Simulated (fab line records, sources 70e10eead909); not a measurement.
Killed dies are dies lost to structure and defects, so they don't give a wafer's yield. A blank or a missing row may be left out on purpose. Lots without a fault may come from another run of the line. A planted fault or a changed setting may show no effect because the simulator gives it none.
A struck lot beside a sound one | flow nand_harc | 25 steps out of a route of 1159
Sound: wafers L178.4, L178.5, L178.6. Struck: wafers L166.1, L166.3, L166.5. The cause comes at the end.
At each step with rows: each side's tool, then ch and its chambers, then its first start. Under that, the readings that differ: sound wafers | struck wafers | difference of the means | sigmas: that difference in standard deviations of wafers without a fault.
alike: readings whose means differ by less than 2 such deviations, and words and numbers that are the same on both sides. not compared: withheld readings, readings that some wafer has no value for, bounds like >300 that may hide the same value, and numbers for which the record gives no deviation and whose values overlap.
The two part at a step that has a row with sigmas, a row that says differs or no value, or rows on one side only. Numbers that don't overlap but have no deviation are shown without sigmas and don't part them. A reading that every wafer of one side lacks parts them only if that side has two wafers or more.

first, 9 steps without rows for these wafers: NHARC_A_ZERO_WELL_ETCH_13 (etches the open film in HBr/Cl2, target depth 120 nm, time 40.1 s); NHARC_A_ZERO_WELL_STRIP_14 (strips in SPM, time 900 s); NHARC_A_ZERO_WELL_IMPLANT_15; NHARC_A_ZERO_WELL_PRECLEAN_22 (cleans in SC1, time 60 s); NHARC_A_ZERO_WELL_SRD_23; NHARC_A_ZERO_WELL_RTA_16 (time 10 s); NHARC_A_SOURCE_PLATE_PRECLEAN_00 (cleans in HF-LAST, time 60 s); NHARC_A_SOURCE_PLATE_SRD_01; NHARC_A_SOURCE_PLATE_OXIDE_02 (material SiO2, target thk 10 nm, ox time 1362 s).
NHARC_A_SOURCE_PLATE_PVD_04: deposits WSi2, target thk 50 nm.
  sound on pvd_sputter-03, day 11 03:40; struck on pvd_sputter-03, day 8 02:01
then, 14 steps without rows for these wafers: NHARC_A_SOURCE_PLATE_CVD_03 (deposits poly-Si, target thk 200 nm, time 4000 s); NHARC_A_SOURCE_PLATE_ANNEAL_05 (time 1800 s); NHARC_A_ONON_D1_DEP_00 (target thk 1000 nm); NHARC_A_ONON_D1_DEP_03 (target thk 1000 nm); NHARC_A_ONON_D1_DEP_06 (target thk 1000 nm); NHARC_A_ONON_D1_DEP_09 (target thk 1000 nm); NHARC_A_ONON_D1_DEP_12 (target thk 1000 nm); NHARC_A_ONON_D1_ANNEAL_15 (time 3600 s); NHARC_A_ONON_D1_DEP_16 (target thk 1000 nm); NHARC_A_ONON_D1_DEP_19 (target thk 1000 nm); NHARC_A_ONON_D1_DEP_22 (target thk 1000 nm); NHARC_A_ONON_D1_DEP_25 (target thk 1000 nm); NHARC_A_ONON_D1_DEP_28 (target thk 1000 nm); NHARC_A_ONON_D1_DEP_33 (deposits SiO2, target thk 200 nm).
-- the record jumps here: 12 days lie between the struck wafers' starts before and after (it left off in module A_ONON_D1 and takes up again in module END, whose first step shown is number 1159 of the route) --
NHARC_END_SORT_01:
  the record has rows for the struck wafers here (prober-01 ch 0, day 20 11:32) and none for the sound ones

WHERE THEY PART
Only at NHARC_END_SORT_01, within this record.

WHY: what the simulator had put in
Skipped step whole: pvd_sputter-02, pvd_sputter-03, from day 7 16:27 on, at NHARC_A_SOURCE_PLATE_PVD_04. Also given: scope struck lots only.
